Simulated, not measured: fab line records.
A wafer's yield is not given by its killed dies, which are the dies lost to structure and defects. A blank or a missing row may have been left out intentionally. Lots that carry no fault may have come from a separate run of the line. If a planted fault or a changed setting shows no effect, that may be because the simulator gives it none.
fab line records	flow nand_harc
record: lots: 5	wafers: 15	last_day: 33
route steps=1302 shown A_M0@1146 END@1302
lots that met no fault: from a run of the same line without faults
start_h: the number of hours between the record's first day and the start of the first shown wafer of the lot	wait_h: hours from the lot's prior step to this one	" as in the row above	L1.1+2: several wafers, shown together as one row	- no value, or no start given	* or withheld: withheld	< > ~ a bound
route shown NAME@n: NAME is a module with steps in the file, n the number in the route of the first one	usual: mean and standard deviation over wafers with no fault	same: alike in all rows	chamber/n: place in a boat	sites: per-site readings	_std_site: the values' standard deviation	_edge_site: mean of outer sites minus mean of inner sites	radius_mm: how far each site lies from the wafer's centre	mask NAME#n: copy n	behind: the tool/chamber that last shaped the wafer	hold: why the lot went on hold/how many hours it stayed there/how the hold came to an end	device: whichever transistor did not switch (one of n, p or np)	end of line: the route-end tests of the same wafers	a step given without rows: its recipe and nothing more	killed: dies that structure and defects cost at the first sort, which is not the same as the wafer's yield	map: a wafer's dies, x killed, . not, _ none there
set.NAME: the run value of the setting; set.NAME@STEP: its run value at that earlier step	model.NAME: the simulator's own value behind a step, which no gauge read
lots at selected steps of the route; one table per step, one row per wafer
services: from which hour (start_h, from the record's first day; less than 0 if before it) a tool's chamber was out of use, for how many hours, and why
== steps ==
step: NHARC_A_M0_DEVELOP_08
recipe: develop_time_s: 35	dev_temp_c: 23
step: NHARC_A_M0_CD_MEAS_09
recipe: target_cd_nm: 80	landing_energy_ev: 500
usual: cd_nm: 79.6/0.7
lot.wafer	tool	chamber	start_h	wait_h	cd_nm
L792.1	cd_sem-03	0	537.40	-	78.7
L792.2	"	0	"	"	79.3
L792.5	"	0	"	"	78.5
L805.4	cd_sem-02	0	663.68	-	79.7
L805.5	"	0	"	"	79.8
L805.6	"	0	"	"	79.6
L807.1	cd_sem-03	0	688.28	-	80.3
L807.2	"	0	"	"	79.4
L807.5	"	0	"	"	80.3
L809.1	cd_sem-01	0	699.79	-	79.3
L809.2	"	0	"	"	78.6
L809.5	"	0	"	"	80.0
L813.1	cd_sem-03	0	745.58	-	79.9
L813.4	"	0	"	"	80.3
L813.6	"	0	"	"	79.0
step: NHARC_A_M0_OVL_MEAS_10
recipe: pitch_nm: 160
usual: overlay_x_nm: -0.2/0.92	overlay_y_nm: 0.0/0.8
lot.wafer	tool	chamber	start_h	wait_h	overlay_x_nm	overlay_y_nm
L792.1	overlay-01	-	537.48	-	-0.3	0.4
L792.2	"	-	"	"	0.6	1.1
L792.5	"	-	"	"	0.1	0.5
L805.4	overlay-02	-	663.76	-	-0.3	0.2
L805.5	"	-	"	"	-0.4	0.1
L805.6	"	-	"	"	-0.5	0.2
L807.1	overlay-02	-	688.37	-	2.2	0.4
L807.2	"	-	"	"	1.9	0.8
L807.5	"	-	"	"	2.5	0.1
L809.1	overlay-01	-	699.87	-	0.8	0.4
L809.2	"	-	"	"	-0.1	0.1
L809.5	"	-	"	"	0.4	1.0
L813.1	overlay-01	-	745.66	-	-0.8	-0.2
L813.4	"	-	"	"	-1.1	-0.2
L813.6	"	-	"	"	-1.4	-0.7
step: NHARC_A_M0_INSPECT_11
usual: raw_defect_count: 80/32
lot.wafer	tool	chamber	start_h	wait_h	raw_defect_count
L792.1	defect_inspect-01	-	537.52	0.0	55
L792.2	"	-	"	"	45
L792.5	"	-	"	"	33
L805.4	defect_inspect-02	-	663.80	0.0	100
L805.5	"	-	"	"	120
L805.6	"	-	"	"	112
L807.1	defect_inspect-01	-	688.40	0.0	74
L807.2	"	-	"	"	80
L807.5	"	-	"	"	71
L809.1	defect_inspect-01	-	699.91	0.0	106
L809.2	"	-	"	"	93
L809.5	"	-	"	"	110
L813.1	defect_inspect-01	-	745.70	0.0	30
L813.4	"	-	"	"	22
L813.6	"	-	"	"	25
step: NHARC_A_M0_DESCUM_14
recipe: time_s: 3	o2_flow_sccm: 200	ar_flow_sccm: 0	bias_power_w: 0	chemistry: O2
usual: drypump_motor_current_A: 5.7/0.31	oes_product_au: 1.000/0.0082	rf_vpp_V: 57.6/0.83	showerhead_plenum_p_Torr: 1.86/0.055	throttle_valve_pct: 11.311/0.0085
lot.wafer	tool	chamber	start_h	wait_h	drypump_motor_current_A	oes_product_au	rf_hours_counter_h	rf_vpp_V	showerhead_plenum_p_Torr	throttle_valve_pct
L792.2	rie_diel-05	0	537.59	0.1	5.5	0.991	6.2	58.2	1.88	11.315
L792.1	"	2	"	"	5.5	1.006	5.8	57.4	1.98	11.298
L792.5	"	3	"	"	5.3	0.994	-	56.0	1.86	11.318
L805.4	rie_diel-02	0	663.86	0.1	5.6	1.013	4.3	56.4	1.84	11.312
L805.6	"	3	"	"	5.9	0.996	-	57.3	1.83	11.308
L805.5	"	0	"	"	5.6	1.016	-	57.1	1.84	11.321
L807.1	rie_diel-02	2	688.46	0.1	6.1	1.000	5.5	57.2	1.80	11.310
L807.2	"	3	"	"	6.0	0.998	5.3	57.3	1.83	11.318
L807.5	"	3	"	"	6.0	0.990	-	58.0	1.83	11.321
L809.1	rie_diel-01	2	699.98	0.1	5.3	0.982	7.8	57.4	1.91	11.306
L809.2	"	0	"	"	5.9	0.990	7.1	57.5	1.91	11.317
L809.5	"	1	"	"	5.3	1.004	-	57.4	1.84	11.313
L813.1	rie_diel-02	1	745.76	0.1	6.0	1.013	7.9	55.8	1.80	11.312
L813.4	"	0	"	"	5.6	0.996	7.7	57.7	1.84	11.303
L813.6	"	1	"	"	6.0	0.999	-	55.3	1.80	11.315
step: NHARC_A_M0_ETCH_34
recipe: target_depth_a: 400	overetch_a: 120	time_s: 43.94	ion_energy_ev: 200	n2_flow_sccm: 150	h2_flow_sccm: 150	ar_flow_sccm: 0	rf_w: 400	bias_w: 150	chemistry: N2/H2
usual: drypump_motor_current_A: 5.8/0.32	oes_product_au: 1.001/0.0094	rf_vpp_V: 428.7/2	showerhead_plenum_p_Torr: 1.98/0.061	throttle_valve_pct: 14.171/0.0091
lot.wafer	tool	chamber	start_h	wait_h	drypump_motor_current_A	oes_product_au	rf_hours_counter_h	rf_vpp_V	showerhead_plenum_p_Torr	throttle_valve_pct
L792.1	rie_diel-05	1	538.14	0.5	6.3	1.005	6.3	431.6	2.07	14.162
L792.2	"	2	"	"	5.5	0.995	5.8	432.1	2.11	14.165
L792.5	"	0	"	"	5.4	0.994	-	429.0	2.00	14.176
L805.4	rie_diel-02	2	663.95	0.1	6.0	1.013	4.2	427.4	1.92	14.164
L805.5	"	0	"	"	5.6	1.017	-	427.5	1.96	14.157
L805.6	"	1	"	"	6.0	1.008	-	426.0	1.91	14.170
L807.1	rie_diel-02	2	688.55	0.1	6.1	1.002	5.5	427.6	1.91	14.168
L807.2	"	3	"	"	6.0	0.986	5.3	427.6	1.95	14.160
L807.5	"	3	"	"	6.0	0.990	-	428.1	1.95	14.165
L809.1	rie_diel-01	0	700.06	0.1	6.0	1.007	7.1	430.8	2.03	14.167
L809.2	"	2	"	"	5.3	0.994	7.8	431.0	2.04	14.182
L809.5	"	1	"	"	5.4	1.017	-	428.1	1.96	14.175
L813.1	rie_diel-02	2	745.85	0.1	6.1	1.009	8.5	427.5	1.91	14.174
L813.4	"	3	"	"	6.0	0.998	8.3	426.3	1.95	14.176
L813.6	"	2	"	"	6.1	1.009	-	427.3	1.91	14.174
step: NHARC_A_M0_ETCH_15
recipe: target_depth_a: 1500	overetch_a: 150	time_s: 82.5	c4f8_flow_sccm: withheld	ar_flow_sccm: 400	rf_w: 600	bias_w: 300	chemistry: C4F8/Ar
step: NHARC_A_M0_CD_MEAS_16
usual: cd_nm: 79.5/0.87
lot.wafer	tool	chamber	start_h	wait_h	cd_nm
L792.1	cd_sem-01	-	538.35	-	79.2
L792.2	"	-	"	"	79.0
L792.5	"	-	"	"	79.0
L805.4	cd_sem-03	-	664.16	-	79.5
L805.5	"	-	"	"	79.4
L805.6	"	-	"	"	79.1
L807.1	cd_sem-03	-	688.76	-	80.5
L807.2	"	-	"	"	78.7
L807.5	"	-	"	"	79.1
L809.1	cd_sem-03	-	700.27	-	79.3
L809.2	"	-	"	"	79.5
L809.5	"	-	"	"	79.8
L813.1	cd_sem-03	-	746.06	-	79.4
L813.4	"	-	"	"	79.8
L813.6	"	-	"	"	80.2
step: NHARC_A_M0_STRIP_18
recipe: power_w: 1000	n2_flow_sccm: 150	h2_flow_sccm: 150	ar_flow_sccm: 0	bias_w: 0	chemistry: N2/H2
usual: drypump_motor_current_A: 5.7/0.35	oes_product_au: 0.998/0.0086	rf_vpp_V: 90.4/0.87	showerhead_plenum_p_Torr: 2.00/0.062	throttle_valve_pct: 14.172/0.0085
lot.wafer	tool	chamber	start_h	wait_h	drypump_motor_current_A	oes_product_au	rf_hours_counter_h	rf_vpp_V	showerhead_plenum_p_Torr	throttle_valve_pct
L792.1	rie_diel-02	2	538.48	0.1	6.1	1.005	7.5	91.5	1.92	14.162
L792.2	"	3	"	"	6.0	1.008	8.1	90.8	1.95	14.175
L792.5	"	0	"	"	5.6	1.009	-	89.9	1.96	14.179
L805.4	rie_diel-05	3	664.31	0.1	5.3	0.993	3.9	89.8	1.98	14.174
L805.5	"	0	"	"	5.4	1.001	-	90.4	2.00	14.176
L805.6	"	1	"	"	6.3	0.999	-	92.4	2.07	14.166
L807.1	rie_diel-05	3	688.84	0.1	5.4	0.965	4.9	91.5	1.98	14.169
L807.2	"	1	"	"	6.3	0.992	5.1	92.4	2.07	14.166
L807.5	"	0	"	"	5.4	0.992	-	89.6	2.00	14.175
L809.1	rie_diel-02	3	700.40	0.1	6.0	0.998	5.6	88.4	1.95	14.179
L809.2	"	0	"	"	5.6	1.000	5.3	90.3	1.96	14.175
L809.5	"	2	"	"	6.1	1.007	-	90.8	1.92	14.176
L813.1	rie_diel-05	2	746.14	0.1	5.5	0.999	6.5	90.9	2.11	14.173
L813.4	"	3	"	"	5.3	0.998	7.2	90.8	1.98	14.186
L813.6	"	2	"	"	5.5	0.991	-	89.7	2.11	14.181
step: NHARC_A_M0_STRIP_19
recipe: time_s: 600	temp_c: 30	chemistry: post_etch_residue_remover
step: NHARC_A_M0_DEGAS_28
recipe: temp_c: 250	time_s: 60
step: NHARC_A_M0_PRE_CLEAN_29
recipe: time_s: 30	temp_c: 280	gas: H2/He
usual: heater_power_w: 404/44	susceptor_temp_C: 279.99/0.18
lot.wafer	tool	chamber	start_h	wait_h	heater_power_w	susceptor_temp_C
L792.1	pvd_sputter-03	-	-	-	383	279.81
L792.2	"	-	"	"	359	280.09
L792.5	"	-	"	"	384	280.08
L805.4	pvd_sputter-02	-	-	-	463	280.13
L805.5	"	-	"	"	378	279.73
L805.6	"	-	"	"	458	279.75
L807.2	pvd_sputter-02	-	-	-	358	279.86
L807.1	"	-	"	"	383	279.91
L807.5	"	-	"	"	358	279.75
L809.1	pvd_sputter-03	-	-	-	348	-
L809.2	"	-	"	"	373	-
L809.5	"	-	"	"	435	-
L813.4	pvd_sputter-01	-	-	-	454	279.84
L813.1	"	-	"	"	488	279.94
L813.6	"	-	"	"	423	280.14
step: NHARC_A_M0_PVD_20
recipe: target_thk_a: 50	bias_v: 168.6	power_w: 15000	chamber_pressure_pa: 0.12	time_s: 8.06	substrate_temp_c: 50	material: TaN
usual: throttle_valve_pct: 30.1/0.84	time_s: 8.06/0
lot.wafer	tool	chamber	start_h	wait_h	throttle_valve_pct	time_s
L792.1	pvd_sputter-03	-	539.10	-	29.5	8.06
L792.2	"	-	"	"	30.5	8.06
L792.5	"	-	"	"	29.2	8.06
L805.4	pvd_sputter-02	-	664.92	-	30.1	8.06
L805.5	"	-	"	"	28.8	8.06
L805.6	"	-	"	"	30.7	8.06
L807.2	pvd_sputter-02	-	689.53	-	30.4	8.7252
L807.1	"	-	"	"	30.0	8.06
L807.5	"	-	"	"	29.7	8.7252
L809.1	pvd_sputter-03	-	701.00	-	30.9	8.06
L809.2	"	-	"	"	29.6	8.06
L809.5	"	-	"	"	29.4	8.06
L813.4	pvd_sputter-01	-	746.80	-	30.9	8.06
L813.1	"	-	"	"	29.3	8.06
L813.6	"	-	"	"	30.7	8.06
step: NHARC_A_M0_PVD_21
recipe: target_thk_a: 300	chamber_pressure_pa: 5	power_w: 5000	substrate_temp_c: 30	time_s: 20.49	material: Cu
usual: throttle_valve_pct: 30.0/0.9	time_s: 20.49/0
lot.wafer	tool	chamber	start_h	wait_h	throttle_valve_pct	time_s
L792.2	pvd_sputter-03	-	-	-	30.8	20.49
L792.1	"	-	"	"	29.3	20.49
L792.5	"	-	"	"	30.7	20.49
L805.4	pvd_sputter-02	-	-	-	28.6	20.49
L805.5	"	-	"	"	30.1	20.49
L805.6	"	-	"	"	28.4	20.49
L807.2	pvd_sputter-02	-	-	-	29.8	20.49
L807.1	"	-	"	"	29.6	20.49
L807.5	"	-	"	"	28.8	20.49
L809.1	pvd_sputter-03	-	-	-	30.9	20.49
L809.2	"	-	"	"	29.7	20.49
L809.5	"	-	"	"	30.8	20.49
L813.1	pvd_sputter-01	-	-	-	30.0	20.49
L813.4	"	-	"	"	27.9	20.49
L813.6	"	-	"	"	29.7	20.49
step: NHARC_END_SORT_01
recipe: temp_c: 25
usual: defect_limited_yield: 91.6/2.5	killed_at_array: 52/18	killed_at_other: 1.2/1.5	killed_at_periphery: 4/3.2	killed_dies: 57/17	killed_open: 3.1/1.9	killed_short: 2.5/1.7	sort_bin_2_pct: 3.0/1.1	sort_bin_3_pct: 0.6/0.36	sort_bin_4_pct: 4.9/1.5	sort_n_pass: 620/17	sort_rim_yield_pct: 91/3.8	sort_yield_pct: 91.6/2.5
same: gross_dies: 677	sort_bin_5_pct[%]: 0	sort_bin_6_pct[%]: 0	sort_bin_7_pct[%]: 0	sort_bin_8_pct[%]: 0	sort_rim_n_gross: 106.00
lot.wafer	tool	chamber	start_h	wait_h	defect_limited_yield[%]	killed_at_array	killed_at_other	killed_at_periphery	killed_dies	killed_open	killed_short	sort_bin_2_pct[%]	sort_bin_3_pct[%]	sort_bin_4_pct[%]	sort_n_pass	sort_rim_yield_pct[%]	sort_yield_pct[%]
L792.1	prober-02	0	578.64	2.5	93.5	40	0	4	44	3	2	2.2	0.4	3.8	633	95	93.5
L792.2	prober-02	0	579.44	2.8	92.3	47	0	5	52	4	7	2.4	0.1	5.2	625	92	92.3
L792.5	prober-02	0	581.82	3.7	95.0	34	0	0	34	5	3	1.5	0.6	3.0	643	99	95.0
L805.4	prober-01	0	705.50	3.4	91.4	57	0	1	58	4	1	3.4	1.3	3.8	619	88	91.4
L805.5	prober-01	0	706.29	3.7	90.8	60	0	2	62	3	1	3.7	0.9	4.6	615	92	90.8
L805.6	prober-01	0	707.08	4.0	91.9	55	0	0	55	2	1	3.5	0.1	4.4	622	93	91.9
L807.1	prober-02	0	727.10	2.5	92.3	48	4	0	52	2	1	2.1	0.7	4.9	625	99	92.3
L807.2	prober-02	0	727.90	2.8	91.0	58	2	1	61	3	4	3.2	0.6	5.2	616	94	91.0
L807.5	prober-02	0	730.29	3.7	91.6	52	2	3	57	7	4	3.5	0.1	4.7	620	93	91.6
L809.1	prober-01	0	739.21	2.5	88.3	78	1	0	79	2	4	4.1	0.7	6.8	598	92	88.3
L809.2	prober-01	0	740.01	2.8	91.1	55	3	2	60	3	3	3.2	0.6	5.0	617	81	91.1
L809.5	prober-01	0	742.39	3.7	89.7	67	1	2	70	3	2	2.8	0.4	7.1	607	85	89.7
killed by level:class
L792.1 A_SLIT:chamber_film_flake=24 A_CHANNEL_HOLE_D2:chamber_film_flake=6 A_WL_FILL:chamber_film_flake=4 P_GATE:chamber_film_flake=3 P_GATE:geometric_particle:open=1 A_ONON_D1:geometric_particle:short=1 A_CHANNEL_FILL_D1:geometric_particle:short=1 A_ONON_D2:geometric_particle:open=1
L792.2 A_SLIT:chamber_film_flake=24 A_CHANNEL_HOLE_D2:chamber_film_flake=6 A_WL_FILL:geometric_particle:short=3 P_GATE:chamber_film_flake=3 A_CHANNEL_FILL_D2:chamber_film_flake=3 A_DECK1_JOINT:geometric_particle:short=1 A_DECK1_JOINT:geometric_particle:open=1 A_ONON_D2:geometric_particle:open=1
L792.5 A_SLIT:chamber_film_flake=13 A_CHANNEL_HOLE_D2:chamber_film_flake=5 A_CONTACT:chamber_film_flake=4 A_WL_FILL:chamber_film_flake=3 A_ONON_D2:geometric_particle:open=2 A_ONON_D1:geometric_particle:open=1 A_ONON_D2:geometric_particle:short=1 A_SGD_CUT:geometric_particle:short=1
L805.4 A_SLIT:chamber_film_flake=27 A_CHANNEL_HOLE_D1:chamber_film_flake=16 A_WL_FILL:chamber_film_flake=4 A_CHANNEL_FILL_D2:chamber_film_flake=4 A_M0:geometric_particle:open=2 A_CONTACT:chamber_film_flake=2 P_GATE:geometric_particle:short=1 A_ONON_D1:geometric_particle:open=1
L805.5 A_SLIT:chamber_film_flake=28 A_CHANNEL_HOLE_D1:chamber_film_flake=26 A_CHANNEL_FILL_D2:chamber_film_flake=2 P_GATE:geometric_particle:open=1 P_M0:geometric_particle:short=1 A_CHANNEL_HOLE_D2:geometric_particle:open=1 A_M0:geometric_particle:open=1 A_DECK1_JOINT:chamber_film_flake=1
L805.6 A_SLIT:chamber_film_flake=31 A_CHANNEL_HOLE_D1:chamber_film_flake=16 A_WL_FILL:chamber_film_flake=3 A_ONON_D1:geometric_particle:short=1 A_CONTACT:geometric_particle:open=1 A_BLC:geometric_particle:open=1 A_CHANNEL_FILL_D2:chamber_film_flake=1 A_STAIRCASE:chamber_film_flake=1
L807.1 A_SLIT:chamber_film_flake=34 A_CHANNEL_HOLE_D1:chamber_film_flake=6 THIN_TSV:chamber_film_flake=4 A_CONTACT:chamber_film_flake=3 A_DECK1_JOINT:geometric_particle:open=1 A_ONON_D2:geometric_particle:short=1 A_CHANNEL_FILL_D2:geometric_particle:open=1 A_CHANNEL_FILL_D2:chamber_film_flake=1
L807.2 A_SLIT:chamber_film_flake=30 A_CHANNEL_HOLE_D1:chamber_film_flake=14 A_STAIRCASE:chamber_film_flake=4 A_CONTACT:chamber_film_flake=3 THIN_TSV:chamber_film_flake=2 A_ONON_D1:geometric_particle:short=1 A_CHANNEL_FILL_D1:geometric_particle:short=1 A_ONON_D2:geometric_particle:short=1
L807.5 A_SLIT:chamber_film_flake=28 A_CHANNEL_HOLE_D1:chamber_film_flake=7 A_STAIRCASE:chamber_film_flake=3 A_CHANNEL_FILL_D1:geometric_particle:open=2 A_DECK1_JOINT:geometric_particle:open=2 A_CHANNEL_FILL_D2:chamber_film_flake=2 THIN_TSV:chamber_film_flake=2 P_M1:geometric_particle:open=1
L809.1 A_CHANNEL_HOLE_D1:chamber_film_flake=26 A_CHANNEL_HOLE_D2:chamber_film_flake=23 A_CONTACT:chamber_film_flake=9 A_SLIT:chamber_film_flake=6 A_WL_FILL:chamber_film_flake=4 A_STAIRCASE:chamber_film_flake=2 A_SOURCE_PLATE:geometric_particle:short=1 A_ONON_D1:geometric_particle:open=1
L809.2 A_CHANNEL_HOLE_D2:chamber_film_flake=23 A_CHANNEL_HOLE_D1:chamber_film_flake=13 A_CONTACT:chamber_film_flake=7 A_SLIT:chamber_film_flake=4 THIN_TSV:chamber_film_flake=3 A_SOURCE_PLATE:geometric_particle:open=1 A_CHANNEL_HOLE_D1:geometric_particle:short=1 A_CHANNEL_FILL_D1:geometric_particle:open=1
L809.5 A_CHANNEL_HOLE_D1:chamber_film_flake=32 A_CHANNEL_HOLE_D2:chamber_film_flake=23 A_WL_FILL:chamber_film_flake=3 A_CONTACT:chamber_film_flake=3 A_STAIRCASE:chamber_film_flake=2 P_CONTACT:geometric_particle:open=1 P_M1:geometric_particle:open=1 A_ONON_D1:geometric_particle:short=1
== services ==
tool	chamber	start_h	hours	kind
pvd_sputter-02	-	516.81	4.4	repair
rie_diel-02	-	517.84	0.4	repair
rie_diel-02	0	525.31	-	clean
rie_diel-02	1	525.31	-	clean
rie_diel-02	2	525.31	-	clean
pvd_sputter-03	-	527.66	10.0	pm
pvd_sputter-03	-	545.48	1.8	repair
rie_diel-05	1	545.71	4.2	repair
pvd_sputter-03	-	550.24	2.5	repair
rie_diel-05	1	552.08	10.0	repair
rie_diel-01	-	557.80	9.0	pm
rie_diel-02	-	570.70	9.0	pm
rie_diel-05	0	572.87	14.0	repair
pvd_sputter-01	-	582.00	10.0	pm
rie_diel-05	-	583.60	9.0	pm
rie_diel-05	2	617.42	7.7	repair
rie_diel-01	0	621.67	9.4	repair
pvd_sputter-01	-	626.25	14.6	repair
pvd_sputter-03	-	636.28	0.8	repair
rie_diel-02	0	637.12	3.6	repair
pvd_sputter-02	-	638.00	10.0	pm
rie_diel-05	0	656.66	4.6	repair
pvd_sputter-03	-	705.66	10.0	pm
rie_diel-01	-	734.80	9.0	pm
== key ==
first_sign: step: NHARC_A_M0_PVD_20	reading: time_s	direction: up	sigmas: 99+	usual: *	struck: *
effect none on later readings
met_at NHARC_A_M0_PVD_20
struck_wafers L807.2,L807.5
onset_between 664.92 689.53
fault: kind: process_parameter_drift	tool: pvd_sputter-02	chamber: -	onset_h: 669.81	steps: NHARC_A_M0_PVD_20	channel: time_s	offset: *	shape: step	end_h: 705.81	scope: struck_wafers_only	acts_in: *	stated: *
